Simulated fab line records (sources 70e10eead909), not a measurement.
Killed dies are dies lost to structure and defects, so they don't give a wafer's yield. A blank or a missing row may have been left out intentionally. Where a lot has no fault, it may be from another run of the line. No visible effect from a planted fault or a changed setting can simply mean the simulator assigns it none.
Matching of chambers -- flow nand harc -- 4 sister chambers for NHARC_P_ZERO_WELL_DESCUM_13 on rie diel-03
The step chemistry O2, time 3 s. 4 wafers are shown with their chamber, then 7 later ones without.

== WAFERS WITH THEIR CHAMBER ==
wafer,chamber,showerhead plenum p Torr (Torr)
L083.1,3,1.83
L083.3,2,1.79
L083.4,1,1.95
L083.5,0,1.89

== WAFERS MISSING THEIR CHAMBER ==
wafer,showerhead plenum p Torr (Torr)
L083.6,1.83
L088.2,1.89
L088.3,1.82
L088.4,1.94
L095.1,1.94
L095.2,1.82
L095.4,1.94

== THE CHAMBER EACH PASSED THROUGH ==
wafer,from the rows above,in truth
L083.6,3,3
L088.2,0,0
L088.3,3,3
L088.4,1,1
L095.1,1,1
L095.2,3,3
L095.4,1,1
Placed correctly: 7 of 7. From these rows, 0 cannot be placed. Placed wrongly: 0.
How it was worked out, from the rows above alone: a wafer's distance from a chamber is the root of the sum, over the readings, of the square of ((its reading less the chamber's mean) divided by the reading's scatter). If the next closest chamber is less than 2 further off than the closest, the wafer can't be placed; otherwise it belongs to the closest. The mean given for a chamber averages the wafers shown for that chamber. The scatter: root of mean squared gap, hidden wafer to nearest shown wafer, with one shown wafer a chamber.
